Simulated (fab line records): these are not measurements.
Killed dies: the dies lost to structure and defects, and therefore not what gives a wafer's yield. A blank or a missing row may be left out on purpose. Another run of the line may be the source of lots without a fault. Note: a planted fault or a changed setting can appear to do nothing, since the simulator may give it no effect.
fab line records	flow n5_finfet
record lots=8	wafers=22	last_day=17
route steps=1938 shown GATE_CUT@473 BEOL_M4@1111 PASSIVATION@1936
lots untouched by any fault: they come from a run of this same line in which no faults occurred
start_h: hours from the record's opening day to when the first of the lot's shown wafers began	wait_h: hours since the lot's step before	" unchanged from the row above	L1.1+2: a single row standing in for several wafers	- either no value or no given start	* or withheld: withheld	< > ~ a bound
route shown NAME@n: names a module that has steps shown in the file, with the first one's number in the route	usual: average and standard deviation across the fault-free wafers	same: alike in all rows	chamber/n: place in a boat	sites: the reading at each site	_std_site: the standard deviation of these	_edge_site: the outer-site mean with the inner-site mean subtracted	radius_mm: for every site, how far away it sits from the centre of the wafer	mask NAME#n: copy n	behind: the tool/chamber that last shaped the wafer	hold: cause of the lot's hold/its duration in hours/its outcome	device: the transistor (n, p or np) that didn't switch	end of line: the same wafers' tests at the end of the route	a step given without rows: its recipe and nothing more	killed: dies lost to structure and defects at the first sort, not the wafer's yield	map: the dies of a wafer, with x for killed, . for not killed, _ for no die there
set.NAME: the setting as run; set.NAME@STEP: as run at that earlier step	model.NAME: the simulator's own value behind a step, which no gauge read
steps of the route over a sample of lots; a table a step, a row a wafer
services: from which hour (start_h, from the record's first day; less than 0 if before it) a tool's chamber was out of use, for how many hours, and why
## steps
# step N5_GATE_CUT_SAC_CAP_01
# recipe material=SiNx	target_thk_a=240	temp_c=400	ald_precursor_family=SiH2I2	ald_co_reactant=N2/H2-plasma	pulse_time_s=1	ald_cycles=480	purge_time_s=2	co_reactant_purge_time_s=2	pressure_torr=2
# usual heater_power_w=775/48	precursor_pulse_height_rel=0.999/0.018
lot.wafer	tool	chamber	start_h	wait_h	heater_power_w	precursor_pulse_height_rel
L319.1	ald_sin-03	0	86.06	0.0	779	0.983
L319.3	"	1	"	"	778	0.996
L319.5	"	0	87.15	1.1	779	0.986
L320.1	ald_sin-04	0	91.44	0.4	724	0.996
L320.3	"	1	"	"	722	0.981
L320.5	"	0	92.53	1.5	717	1.005
L325.2	ald_sin-04	3	122.93	0.0	711	0.981
L325.3	"	2	"	"	833	1.002
L335.2	ald_sin-04	3	182.99	0.0	718	0.996
L335.3	"	0	"	"	723	0.967
L335.4	"	1	"	"	758	1.029
L336.2	ald_sin-01	3	188.48	0.2	857	0.990
L336.5	"	0	189.57	1.3	742	0.980
L336.6	"	1	"	"	788	1.008
L339.1	ald_sin-04	2	205.07	0.1	834	0.974
L339.3	"	0	"	"	731	0.978
L339.4	"	3	"	"	728	1.024
L340.1	ald_sin-01	2	218.62	0.0	794	1.004
L340.3	"	1	"	"	807	0.996
L340.4	"	3	"	"	862	0.966
L341.5	ald_sin-01	0	226.34	1.1	784	1.011
L341.6	"	1	"	"	806	1.015
# step N5_GATE_CUT_HM_DEP_46
# recipe material=SiO2	target_thk_a=1300	temp_c=400	precursor=TEOS/O2	pressure_torr=6.5	rf_w=900	teos_flow_sccm=161.4	gas=O2	flow_sccm=2650	time_s=26.6
# usual heater_power_w=541/110	showerhead_plenum_p_Torr=8.35/0.035	throttle_valve_pct=18.8/0.7
lot.wafer	tool	chamber	start_h	wait_h	heater_power_w	showerhead_plenum_p_Torr	throttle_valve_pct
L319.1	pecvd-03	2	88.66	0.0	632	8.34	18.8
L319.3	"	0	"	"	504	8.35	18.0
L319.5	"	1	"	"	405	8.31	19.2
L320.1	pecvd-03	1	94.04	0.0	327	8.36	19.1
L320.3	"	2	"	"	660	8.35	19.0
L320.5	"	1	"	"	321	8.35	19.2
L325.2	pecvd-03	0	125.53	0.0	503	8.34	17.9
L325.3	"	2	"	"	576	8.36	18.8
L335.2	pecvd-01	0	185.63	0.1	530	8.36	19.7
L335.3	"	1	"	"	703	8.36	19.3
L335.4	"	1	"	"	694	8.32	19.2
L336.2	pecvd-01	1	191.08	0.0	664	8.34	18.7
L336.5	"	2	"	"	455	8.37	17.7
L336.6	"	1	"	"	682	8.33	19.3
L339.1	pecvd-03	0	207.70	0.0	474	8.35	18.4
L339.3	"	0	"	"	494	8.36	18.4
L339.4	"	2	"	"	583	8.34	19.0
L340.1	pecvd-03	1	221.24	0.0	353	8.34	19.1
L340.3	"	0	"	"	472	8.34	17.6
L340.4	"	1	"	"	367	8.37	19.1
L341.5	pecvd-03	0	227.91	0.1	477	8.33	18.1
L341.6	"	1	"	"	369	8.34	19.2
# step N5_GATE_CUT_HM_OPEN_40
# recipe chemistry=C4F6/O2	target=SiO2	mask_material=SiARC	target_depth_a=1390	time_s=85.1	ion_energy_ev=250	pressure_mtorr=30	source_w=345	bias_w=185	Ar_flow_sccm=300	C4F6_flow_sccm=10	O2_flow_sccm=10	ends=cleared
# usual bias_w=185.0/0.52	drypump_motor_current_A=5.8/0.41	etch_rf_on_time_s=94/3.3	mfc_ar_sccm=300.2/0.85	oes_product_au=0.69/0.074	rf_vpp_V=662/22	showerhead_plenum_p_Torr=2.87/0.08	throttle_valve_pct=20.97/0.22
lot.wafer	tool	chamber	start_h	wait_h	bias_w	drypump_motor_current_A	etch_rf_on_time_s	mfc_ar_sccm	oes_product_au	rf_hours_counter_h	rf_vpp_V	showerhead_plenum_p_Torr	throttle_valve_pct
L319.1	rie_diel-01	0	89.31	0.0	184.7	5.1	90	299.5	0.69	148	650	2.97	20.88
L319.3	"	1	"	"	184.6	5.6	96	299.9	0.62	219	621	2.80	20.71
L319.5	"	0	"	"	185.2	5.1	90	299.7	0.70	-	650	2.97	20.89
L320.1	rie_diel-01	0	94.79	0.0	185.5	5.1	89	299.6	0.68	151	651	2.97	20.89
L320.3	"	2	"	"	184.6	5.4	91	300.7	0.82	36	682	2.88	21.03
L320.5	"	0	"	"	186.2	5.1	91	300.3	0.70	-	649	2.97	20.89
L325.2	rie_diel-01	1	126.21	0.0	-	5.7	161	298.8	0.68	232	621	2.80	20.75
L325.3	"	0	"	"	185.6	5.1	90	299.8	0.68	161	650	2.97	20.91
L335.2	rie_diel-02	0	186.25	0.0	185.1	5.9	90	299.7	0.63	246	698	2.89	21.02
L335.3	"	2	"	"	185.7	5.9	92	300.0	0.69	179	661	2.96	21.09
L335.4	"	1	"	"	184.7	5.7	97	300.0	0.65	193	636	2.74	21.29
L336.2	rie_diel-01	3	191.70	0.0	185.3	6.3	97	300.6	0.61	247	659	2.79	20.92
L336.5	"	0	"	"	185.5	5.1	92	299.4	0.67	-	651	2.96	20.93
L336.6	"	2	"	"	185.2	5.4	91	300.5	0.78	-	683	2.86	21.08
L339.1	rie_diel-01	3	208.79	0.0	184.6	6.3	97	300.1	0.60	254	660	2.78	20.94
L339.3	"	2	"	"	184.6	5.4	92	300.8	0.77	75	682	2.86	21.09
L339.4	"	2	"	"	185.0	5.4	92	301.0	0.77	-	682	2.86	21.11
L340.1	rie_diel-01	0	222.12	0.0	184.2	5.1	88	301.0	0.66	191	647	2.95	20.95
L340.3	"	2	"	"	185.2	5.4	91	299.7	0.77	80	682	2.86	21.11
L340.4	"	1	"	"	185.0	5.6	92	298.6	0.86	-	621	2.79	20.41
L341.5	rie_diel-02	3	228.68	0.0	184.6	5.7	93	300.1	0.63	-	695	2.80	21.38
L341.6	"	0	"	"	185.8	5.9	85	300.2	0.89	-	698	2.88	20.51
# step N5_GATE_CUT_CUT_ETCH_55
# recipe chemistry=BCl3	target=HfO2	mask_material=SiO2	target_depth_a=32	ion_energy_ev=30	pressure_mtorr=5	icp_w=450	bias_w=18	bcl3_flow_sccm=80
# usual bias_w=18.01/0.053	drypump_motor_current_A=5.8/0.41	oes_product_au=0.79/0.11	throttle_valve_pct=32.8/0.4
lot.wafer	tool	chamber	start_h	wait_h	bias_w	drypump_motor_current_A	oes_product_au	rf_hours_counter_h	throttle_valve_pct
L319.1	rie_metal-03	0	89.66	0.0	18.10	5.3	0.92	10	32.5
L319.3	"	0	"	"	18.06	5.3	0.93	-	32.5
L319.5	"	1	"	"	17.98	5.6	0.65	-	32.9
L320.1	rie_metal-03	1	95.14	0.0	17.97	5.6	0.65	108	32.9
L320.3	"	1	"	"	18.05	5.6	0.65	-	32.9
L320.5	"	1	"	"	18.01	5.7	0.65	-	32.9
L325.2	rie_metal-01	0	126.56	0.0	18.07	5.9	0.76	45	33.2
L325.3	"	0	"	"	18.05	5.8	0.76	-	33.3
L335.2	rie_metal-02	0	186.60	0.0	18.18	6.6	0.83	24	32.2
L335.3	"	1	"	"	17.96	5.8	0.84	-	33.2
L335.4	"	0	"	"	18.03	6.6	0.83	-	32.2
L336.2	rie_metal-01	0	192.05	0.0	18.00	5.9	0.75	53	33.3
L336.5	"	1	"	"	18.03	5.5	0.96	-	32.6
L336.6	"	0	"	"	17.98	5.9	0.75	-	33.3
L339.1	rie_metal-02	0	209.14	0.0	17.96	6.6	0.82	27	32.2
L339.3	"	1	"	"	17.99	5.8	0.84	-	33.2
L339.4	"	0	"	"	17.94	6.6	0.82	-	32.2
L340.1	rie_metal-02	0	222.47	0.0	17.96	6.6	0.82	28	32.2
L340.3	"	0	"	"	17.93	6.6	0.81	-	32.2
L340.4	"	1	"	"	17.96	5.8	0.83	-	33.2
L341.5	rie_metal-01	0	229.02	0.0	18.00	5.8	0.74	-	33.3
L341.6	"	1	"	"	18.13	5.6	0.92	-	32.6
# step N5_GATE_CUT_VAPOR_ETCH_51
# recipe chemistry=BCl3/Cl2	target=HfO2	mode=isotropic
# usual drypump_motor_current_A=5.8/0.41	oes_product_au=0.79/0.11
lot.wafer	tool	chamber	start_h	wait_h	drypump_motor_current_A	oes_product_au
L319.1	rie_metal-03	0	89.78	0.0	5.3	0.90
L319.3	"	0	"	"	5.3	0.91
L319.5	"	1	"	"	5.6	0.65
L320.1	rie_metal-03	1	95.26	0.0	5.6	0.65
L320.3	"	1	"	"	5.6	0.65
L320.5	"	1	"	"	5.6	0.65
L325.2	rie_metal-01	0	126.68	0.0	5.9	0.75
L325.3	"	0	"	"	5.8	0.75
L335.2	rie_metal-02	0	186.72	0.0	6.6	0.82
L335.3	"	1	"	"	5.8	0.84
L335.4	"	0	"	"	6.6	0.83
L336.2	rie_metal-01	0	192.17	0.0	5.8	0.75
L336.5	"	1	"	"	5.5	0.96
L336.6	"	0	"	"	5.8	0.75
L339.1	rie_metal-02	0	209.26	0.0	6.6	0.82
L339.3	"	1	"	"	5.8	0.84
L339.4	"	0	"	"	6.6	0.82
L340.1	rie_metal-02	0	222.59	0.0	6.6	0.81
L340.3	"	0	"	"	6.6	0.81
L340.4	"	1	"	"	5.8	0.83
L341.5	rie_metal-01	0	229.14	0.0	5.9	0.73
L341.6	"	1	"	"	5.5	0.92
# step N5_GATE_CUT_THK_MEAS_24
# recipe reads=SiO2_of_GATE_CUT_HM_DEP_46+SiO2_flowable_of_ILD0_FCVD_FILL_01
# usual GC_FILL_THK=219.7/2.8
lot.wafer	tool	chamber	start_h	wait_h	GC_FILL_THK[nm]
L319.1	film_metro-02	-	91.77	-	217.3
L319.3	"	-	"	"	221.2
L319.5	"	-	"	"	217.6
L320.1	film_metro-01	-	98.35	-	216.7
L320.3	"	-	"	"	219.7
L320.5	"	-	"	"	222.1
L325.2	film_metro-01	-	128.69	-	306.9
L325.3	"	-	"	"	215.7
L335.2	film_metro-01	-	188.81	-	222.8
L335.3	"	-	"	"	220.4
L335.4	"	-	"	"	222.2
L336.2	film_metro-02	-	194.18	-	218.8
L336.5	"	-	"	"	222.3
L336.6	"	-	"	"	219.3
L339.1	film_metro-01	-	211.25	-	219.5
L339.3	"	-	"	"	219.0
L339.4	"	-	"	"	220.0
L340.1	film_metro-02	-	224.61	-	211.8
L340.3	"	-	"	"	222.4
L340.4	"	-	"	"	217.2
L341.5	film_metro-01	-	231.11	-	218.7
L341.6	"	-	"	"	213.5
# step N5_BEOL_M4_RC_MEAS_101
# usual DIBL_N=36.8/2.2	DIBL_P=37.0/2.8	IOFF_N=0.18/0.043	IOFF_P=0.23/0.05	ION_N=680/14	ION_P=466/9.1	SS_N=71.7/0.74	SS_P=73.5/0.79	VT_N=248/4	VT_P=-249/4.1
lot.wafer	tool	chamber	start_h	wait_h	DIBL_N[mV/V]	DIBL_P[mV/V]	IOFF_N[nA/um]	IOFF_P[nA/um]	ION_N[uA/um]	ION_P[uA/um]	SS_N[mV/dec]	SS_P[mV/dec]	VT_N[mV]	VT_P[mV]
L320.1	prober-01	0	169.07	0.0	39.6	41.3	0.29	0.36	715	484	72.7	74.8	238	-241
L320.3	"	0	"	"	35.4	36.2	0.17	0.22	691	470	71.5	73.3	247	-246
L320.5	"	0	"	"	37.8	39.6	0.23	0.32	696	480	72.1	74.0	243	-242
L319.1	prober-02	0	177.57	0.0	37.8	36.7	0.16	0.19	666	450	71.9	73.9	249	-254
L319.3	"	0	"	"	34.9	33.9	0.13	0.17	677	462	69.7	73.0	252	-255
L319.5	"	0	"	"	38.9	38.6	0.19	0.23	688	463	71.8	73.7	248	-251
L325.2	prober-02	0	203.49	0.2	37.2	36.0	0.17	0.22	678	465	72.8	73.9	248	-248
L325.3	"	0	"	"	34.5	33.0	0.13	0.18	658	457	71.3	72.6	250	-250
L335.2	prober-02	0	260.82	0.2	38.1	35.3	0.18	0.24	688	475	72.0	73.1	249	-246
L335.3	"	0	"	"	40.9	38.5	0.22	0.30	693	478	72.2	74.1	243	-244
L335.4	"	0	"	"	38.4	35.4	0.16	0.23	669	459	71.9	73.5	252	-248
L336.2	prober-02	0	284.80	0.2	34.6	34.2	0.13	0.19	664	457	70.7	73.0	252	-251
L336.5	"	0	"	"	30.4	29.0	0.08	0.12	636	441	69.9	71.5	259	-257
L336.6	"	0	"	"	39.2	40.9	0.25	0.31	695	474	71.6	74.1	242	-244
L339.1	prober-01	0	291.49	0.0	37.4	36.0	0.18	0.20	687	459	71.9	73.4	249	-252
L339.3	"	0	"	"	39.8	41.2	0.25	0.31	707	480	73.3	74.3	244	-249
L339.4	"	0	"	"	38.5	37.6	0.21	0.23	683	460	72.8	73.8	247	-250
L340.1	prober-01	0	298.57	0.0	33.4	34.3	0.12	0.17	671	460	70.6	73.1	256	-255
L340.3	"	0	"	"	37.3	39.2	0.20	0.25	687	468	71.6	73.7	246	-250
L340.4	"	0	"	"	35.5	37.2	0.15	0.22	670	466	71.4	73.1	251	-250
L341.5	prober-02	0	299.52	0.6	36.7	37.9	0.20	0.26	686	474	72.2	73.6	243	-244
L341.6	"	0	"	"	37.7	40.2	0.22	0.31	701	487	72.3	74.8	242	-241
# step N5_PASSIVATION_PROBE_49
# usual defect_limited_yield=91.4/1.5	killed_at_M0_to_M3=36/11	killed_at_M4_up=14/6	killed_at_contacts=11/6	killed_at_front_end=37/11	killed_at_other=4/3.4	killed_dies=102/18	killed_open=66/13	killed_short=34/7.8	sort_bin_5_function=5.0/0.97	sort_bin_6_memory=3.2/0.7	sort_bin_8_speed=0.0/0.38	sort_n_pass=1078/19	sort_yield_pct=91.3/1.6
# same gross_dies=1180	killed_at_back_side=0	sort_bin_4_leakage[%]=0
lot.wafer	tool	chamber	start_h	wait_h	defect_limited_yield[%]	killed_at_M0_to_M3	killed_at_M4_up	killed_at_contacts	killed_at_front_end	killed_at_other	killed_dies	killed_open	killed_short	sort_bin_5_function[%]	sort_bin_6_memory[%]	sort_bin_8_speed[%]	sort_n_pass	sort_yield_pct[%]
L335.2	prober-01	-	363.62	0.1	91.3	42	17	7	34	3	103	55	45	5.4	2.9	0	1077	91.3
L335.3	prober-01	-	363.67	0.1	91.4	28	9	9	53	2	101	60	41	6.0	2.1	0	1079	91.4
L335.4	prober-01	-	363.72	0.2	93.1	30	10	7	34	0	81	56	24	3.6	2.8	0	1099	93.1
# killed by level:class
L335.2 BEOL_M1:geometric_particle:open=13 GATE_CUT:geometric_particle:short=8 BEOL_M4:geometric_particle:short=8 GATE_CUT:geometric_particle:open=7 BEOL_M0_SAQP:geometric_particle:short=7 BEOL_M0_SAQP:geometric_particle:open=6 MOL_CONTACT_COAG:geometric_particle:open=5 BEOL_M1:geometric_particle:short=5
L335.3 BEOL_M2:geometric_particle:open=8 FIN_SAQP:geometric_particle:short=7 GATE_CUT:geometric_particle:short=7 GATE_CUT:geometric_particle:open=6 MOL_CONTACT_COAG:geometric_particle:open=5 BEOL_M1:geometric_particle:open=5 MOL_CONTACT_COAG:geometric_particle:short=4 BEOL_M4:geometric_particle:open=4
L335.4 BEOL_M3:geometric_particle:open=15 STI_FIN_REVEAL:geometric_particle:open=10 GATE_CUT:geometric_particle:open=6 GATE_CUT:geometric_particle:short=5 MOL_CONTACT_COAG:geometric_particle:open=5 FIN_SAQP:geometric_particle:open=4 DUMMY_GATE:geometric_particle:open=2 ILD0:geometric_particle:short=2
## services
tool	chamber	start_h	hours	kind
pecvd-03	1	64.54	5.5	scheduled_down
rie_diel-01	3	70.53	31.2	repair
pecvd-03	-	80.90	2.8	pm
ald_sin-01	-	85.43	14.0	pm
pecvd-01	1	88.23	5.4	repair
ald_sin-01	-	103.42	0.9	repair
pecvd-03	-	138.88	0.5	repair
rie_diel-01	0	140.58	7.1	repair
ald_sin-04	0	141.81	9.5	repair
rie_diel-01	-	143.86	3.3	repair
rie_metal-02	-	156.51	1.4	pm
ald_sin-03	-	176.75	14.0	pm
pecvd-03	2	183.26	5.5	scheduled_down
rie_diel-01	1	187.49	-	clean
rie_diel-01	1	187.49	-	consumable_replace:focus_ring
rie_diel-01	1	187.49	23.4	scheduled_down
rie_diel-01	1	187.49	23.4	vent_cycle
pecvd-03	1	196.50	16.5	scheduled_down
ald_sin-03	0	207.35	4.5	repair
pecvd-03	2	213.00	-	clean
pecvd-03	2	213.00	-	consumable_replace:showerhead
rie_diel-01	3	213.02	48.6	repair
ald_sin-03	0	219.36	18.2	repair
rie_metal-03	-	228.42	2.8	pm
## key
first_sign step=N5_GATE_CUT_HM_OPEN_40	reading=etch_rf_on_time_s	direction=up	sigmas=20	usual=*	struck=*
effect step=N5_GATE_CUT_THK_MEAS_24	reading=GC_FILL_THK	direction=up	sigmas=31	usual=219.7	struck=306.9
met_at N5_GATE_CUT_HM_DEP_46
struck_lots L325
struck_wafers L325.2
not_acting_at N5_GATE_CUT_SAC_CAP_01,N5_GATE_CUT_CUT_ETCH_55,N5_GATE_CUT_VAPOR_ETCH_51
onset_between 94.04 125.53
fault kind=process_parameter_drift	tool=pecvd-03	chamber=-	onset_h=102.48	steps=N5_GATE_CUT_HM_DEP_46	channel=time_s	offset=*	shape=step	end_h=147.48	scope=struck_wafers_only	acts_in=*	stated=*
